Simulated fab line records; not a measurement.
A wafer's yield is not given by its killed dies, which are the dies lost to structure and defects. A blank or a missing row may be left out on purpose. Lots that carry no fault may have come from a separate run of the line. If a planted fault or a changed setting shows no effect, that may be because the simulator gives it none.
fab line records ; flow n5Finfet
[record] lots = 7; wafers = 39
route steps=1938 shown FIN_SAQP@96 MOL_CONTACT_COAG@532
startH: the number of hours between the record's first day and the start of the first shown wafer of the lot ; waitH: how many hours have passed since the lot's step before this one ; " identical to the entry in the row above ; L1.1+2: a row that stands for several wafers ; - either no value or no given start ; * or withheld: withheld ; < > ~ a bound
route shown NAME@n: NAME is a module with steps in the file, n the number in the route of the first one ; usual: the fault-free wafers' mean and standard deviation ; same: alike in all rows ; chamber/n: place in a boat ; sites: the reading at each site ; _std_site: how widely they spread, as a standard deviation ; _edge_site: mean of outer sites minus mean of inner sites ; radiusMm: how far each site lies from the wafer's centre ; mask NAME#n: copy n ; behind: the last tool/chamber to shape the wafer ; hold: why the lot was held/for how many hours/how that ended ; device: whichever transistor did not switch (one of n, p or np) ; end of line: the same wafers' tests at the end of the route ; a step with no rows: only its recipe ; killed: at the first sort, the dies lost to defects and structure; wafer yield is something else ; map: dies across one wafer; x = killed, . = not, _ = none there
set.NAME: the setting as run; set.NAME@STEP: as run at that earlier step ; model.NAME: the simulator's own value behind a step, which no gauge read
lots whose settings were changed on purpose; a table a step, a row a wafer
[[steps]]
[step N5_FIN_SAQP_HM_DEP_03]
[recipe] material = SiNx; targetThkA = 380; tempC = 400; precursor = SiH4/NH3/N2; pressureTorr = 1.5; rfW = 300; timeS = 33.6
lot.wafer;tool;chamber;startH;waitH;set.targetThkA;model.SiNx_of_FIN_SAQP_HM_DEP_03.thkNm
L074.1;pecvd-01;0;21.13;0.2;380;37.95
L074.2;pecvd-01;2;21.13;0.2;380;38.2
L074.3;pecvd-01;1;21.13;0.2;380;37.84
L074.4;pecvd-01;1;21.13;0.2;380;38.34
L074.5;pecvd-01;0;21.13;0.2;380;38.37
L074.6;pecvd-01;2;21.13;0.2;380;38.49
L077.1;pecvd-04;2;39.27;0.2;380;38.42
L077.2;pecvd-04;0;39.27;0.2;432.4;43.99
L077.3;pecvd-04;1;39.27;0.2;380;37.94
L077.4;pecvd-04;0;39.27;0.2;432.4;44.17
L077.5;pecvd-04;1;39.27;0.2;432.4;44.33
L077.6;pecvd-04;2;39.27;0.2;380;39.15
L086.1;pecvd-01;2;94.46;0.2;380;38.04
L086.2;pecvd-01;0;94.46;0.2;403.7;40.13
L086.3;pecvd-01;1;94.46;0.2;403.7;40.44
L086.4;pecvd-01;0;94.46;0.2;380;38.62
L086.5;pecvd-01;2;94.46;0.2;380;39.09
L086.6;pecvd-01;1;94.46;0.2;403.7;41.55
L089.1;pecvd-03;2;111.97;0.3;380;37.56
L089.4;pecvd-03;1;111.97;0.3;380;37.94
L089.5;pecvd-03;0;111.97;0.3;380;38.04
L090.1;pecvd-03;0;117.72;0.2;354.1;34.93
L090.2+3;pecvd-03;1,2;117.72;0.2;380;38.1
L090.4;pecvd-03;0;117.72;0.2;354.1;35.94
L090.5;pecvd-03;2;117.72;0.2;380;38.42
L090.6;pecvd-03;1;117.72;0.2;354.1;35.67
L091.1;pecvd-03;2;123.70;0.2;428.1;42.62
L091.2;pecvd-03;1;123.70;0.2;380;37.5
L091.3;pecvd-03;0;123.70;0.2;428.1;42.41
L091.4;pecvd-03;1;123.70;0.2;380;38.02
L091.5;pecvd-03;0;123.70;0.2;380;37.84
L091.6;pecvd-03;2;123.70;0.2;428.1;43.14
L093.1;pecvd-01;0;134.46;0.2;380;37.62
L093.2;pecvd-01;1;134.46;0.2;404.4;39.66
L093.3;pecvd-01;2;134.46;0.2;404.4;40.32
L093.4;pecvd-01;0;134.46;0.2;380;37.66
L093.5;pecvd-01;1;134.46;0.2;404.4;40.61
L093.6;pecvd-01;2;134.46;0.2;380;38.24
[step N5_FIN_SAQP_THK_MEAS_05]
[usual] thkNm = 38.1/0.51
lot.wafer;tool;chamber;startH;waitH;set.targetThkA@FIN_SAQP_HM_DEP_03;thkNm
L074.1;filmMetro-02;-;21.22;0.1;380;38.0
L074.2;filmMetro-02;-;21.22;0.1;380;38.2
L074.3;filmMetro-02;-;21.22;0.1;380;37.9
L074.4;filmMetro-02;-;21.22;0.1;380;38.3
L074.5;filmMetro-02;-;21.22;0.1;380;38.3
L074.6;filmMetro-02;-;21.22;0.1;380;38.5
L077.1;filmMetro-02;-;39.36;0.1;380;38.4
L077.2;filmMetro-02;-;39.36;0.1;432.4;44.0
L077.3;filmMetro-02;-;39.36;0.1;380;37.9
L077.4;filmMetro-02;-;39.36;0.1;432.4;44.2
L077.5;filmMetro-02;-;39.36;0.1;432.4;44.3
L077.6;filmMetro-02;-;39.36;0.1;380;39.1
L086.1;filmMetro-02;-;94.55;0.1;380;38.1
L086.2;filmMetro-02;-;94.55;0.1;403.7;40.1
L086.3;filmMetro-02;-;94.55;0.1;403.7;40.5
L086.4;filmMetro-02;-;94.55;0.1;380;38.6
L086.5;filmMetro-02;-;94.55;0.1;380;39.1
L086.6;filmMetro-02;-;94.55;0.1;403.7;41.5
L089.1;filmMetro-02;-;112.06;0.1;380;37.5
L089.4;filmMetro-02;-;112.06;0.1;380;37.9
L089.5;filmMetro-02;-;112.06;0.1;380;38.1
L090.1;filmMetro-01;-;117.80;0.1;354.1;34.9
L090.2;filmMetro-01;-;117.80;0.1;380;38.1
L090.3;filmMetro-01;-;117.80;0.1;380;38.1
L090.4;filmMetro-01;-;117.80;0.1;354.1;36.0
L090.5;filmMetro-01;-;117.80;0.1;380;38.4
L090.6;filmMetro-01;-;117.80;0.1;354.1;35.7
L091.1;filmMetro-02;-;123.79;0.1;428.1;42.6
L091.2;filmMetro-02;-;123.79;0.1;380;37.5
L091.3;filmMetro-02;-;123.79;0.1;428.1;42.4
L091.4;filmMetro-02;-;123.79;0.1;380;38.0
L091.5;filmMetro-02;-;123.79;0.1;380;37.8
L091.6;filmMetro-02;-;123.79;0.1;428.1;43.1
L093.1;filmMetro-02;-;134.55;0.1;380;37.6
L093.2;filmMetro-02;-;134.55;0.1;404.4;39.7
L093.3;filmMetro-02;-;134.55;0.1;404.4;40.3
L093.4;filmMetro-02;-;134.55;0.1;380;37.7
L093.5;filmMetro-02;-;134.55;0.1;404.4;40.6
L093.6;filmMetro-02;-;134.55;0.1;380;38.2
[step N5_MOL_CONTACT_COAG_ETCH_106]
[recipe] chemistry = N2/H2; target = SOC; targetDepthA = 800; overetchA = 160; maskMaterial = SiARC; tempC = 40; timeS = 120; ionEnergyEv = 200; pressureMtorr = 30; sourceW = 840; biasW = 150; n2FlowSccm = 200; h2FlowSccm = 200
[usual] rfVppV = 524.2/2
lot.wafer;tool;chamber;startH;waitH;set.sourceW;rfVppV
L074.1;rieDiel-06;2;91.81;0.0;913.3;510.3
L074.2;rieDiel-06;3;91.81;0.0;840;525.4
L074.3;rieDiel-06;1;91.81;0.0;840;527.0
L074.4;rieDiel-06;0;91.81;0.0;840;528.0
L074.5;rieDiel-06;0;91.81;0.0;913.3;512.2
L074.6;rieDiel-06;3;91.81;0.0;913.3;510.3
L077.1;rieDiel-01;3;116.44;0.0;935.2;504.5
L077.2;rieDiel-01;2;116.44;0.0;840;525.7
L077.3;rieDiel-01;0;116.44;0.0;935.2;508.3
L077.4;rieDiel-01;1;116.44;0.0;840;521.8
L077.5;rieDiel-01;2;116.44;0.0;935.2;508.0
L077.6;rieDiel-01;1;116.44;0.0;840;520.6
L086.1;rieDiel-01;3;169.11;0.0;840;523.8
L086.2;rieDiel-01;0;169.11;0.0;689.5;562.6
L086.3;rieDiel-01;2;169.11;0.0;840;524.8
L086.4;rieDiel-01;1;169.11;0.0;840;520.1
L086.5;rieDiel-01;1;169.11;0.0;689.5;556.8
L086.6;rieDiel-01;0;169.11;0.0;689.5;561.3
L089.1;rieDiel-03;0;184.23;0.0;840;524.0
L089.4;rieDiel-03;1;184.23;0.0;840;526.1
L089.5;rieDiel-03;0;184.23;0.0;840;523.1
L090.1;rieDiel-03;2;187.02;0.0;840;524.1
L090.2;rieDiel-03;1;187.02;0.0;840;525.6
L090.3;rieDiel-03;0;187.02;0.0;940.4;504.4
L090.4;rieDiel-03;3;187.02;0.0;940.4;503.0
L090.5;rieDiel-03;3;187.02;0.0;940.4;503.7
L090.6;rieDiel-03;2;187.02;0.0;840;522.4
L091.1;rieDiel-01;2;199.52;0.0;745.9;545.5
L091.2;rieDiel-01;0;199.52;0.0;745.9;547.9
L091.3;rieDiel-01;3;199.52;0.0;840;522.5
L091.4;rieDiel-01;1;199.52;0.0;840;520.4
L091.5;rieDiel-01;2;199.52;0.0;840;526.6
L091.6;rieDiel-01;1;199.52;0.0;745.9;541.0
L093.1;rieDiel-03;0;205.58;0.0;840;522.3
L093.2;rieDiel-03;1;205.58;0.0;840;524.3
L093.3;rieDiel-03;2;205.58;0.0;840;524.2
L093.4;rieDiel-03;3;205.58;0.0;840;521.4
L093.5;rieDiel-03;1;205.58;0.0;840;524.6
L093.6;rieDiel-03;0;205.58;0.0;840;522.0
[step N5_MOL_CONTACT_COAG_IMPLANT_129]
[recipe] species = Ge; energyKev = 3; doseCm2 = 6e+14; tiltDeg = 0; rotationDeg = 0
lot.wafer;tool;chamber;startH;waitH;set.energyKev;model.implant.rpNm;model.implant.drpNm
L074.1+2+3+4+5+6;implanter-01;0;92.16;0.0;3;6.24;2.134
L077.1+2+3+4+5+6;implanter-01;0;116.79;0.0;3;6.009;2.134
L086.1+5+6;implanter-01;0;169.46;0.0;3;6.038;2.134
L086.2+3+4;implanter-01;0;169.46;0.0;2.166;5.051;1.746
L089.1+4+5;implanter-02;0;184.58;0.0;3;6.028;2.134
L090.1+2+3+4+5+6;implanter-01;0;187.37;0.0;3;6.1;2.134
L091.1+3+4;implanter-01;0;199.86;0.0;3.454;6.549;2.329
L091.2+5+6;implanter-01;0;199.86;0.0;3;6.051;2.134
L093.1+4+5;implanter-01;0;205.93;0.0;3.636;6.865;2.405
L093.2+3+6;implanter-01;0;205.93;0.0;3;6.161;2.134
[[key]]
[split] step = N5_FIN_SAQP_HM_DEP_03; setting = targetThkA; stated = 380; by = wafer
[response] step = N5_FIN_SAQP_HM_DEP_03; reading = model.SiNx_of_FIN_SAQP_HM_DEP_03.thkNm; change = +0.393; per = 1%; r = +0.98
[response] step = N5_FIN_SAQP_THK_MEAS_05; reading = thkNm; change = *; per = 1%; r = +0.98
[split] step = N5_MOL_CONTACT_COAG_ETCH_106; setting = sourceW; stated = 840; by = wafer
[response] step = N5_MOL_CONTACT_COAG_ETCH_106; reading = rfVppV; change = -1.85; per = 1%; r = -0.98
[split] step = N5_MOL_CONTACT_COAG_IMPLANT_129; setting = energyKev; stated = 3; by = wafer
[response] step = N5_MOL_CONTACT_COAG_IMPLANT_129; reading = model.implant.rpNm; change = +0.0344; per = 1%; r = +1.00
[response] step = N5_MOL_CONTACT_COAG_IMPLANT_129; reading = model.implant.drpNm; change = +0.0134; per = 1%; r = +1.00
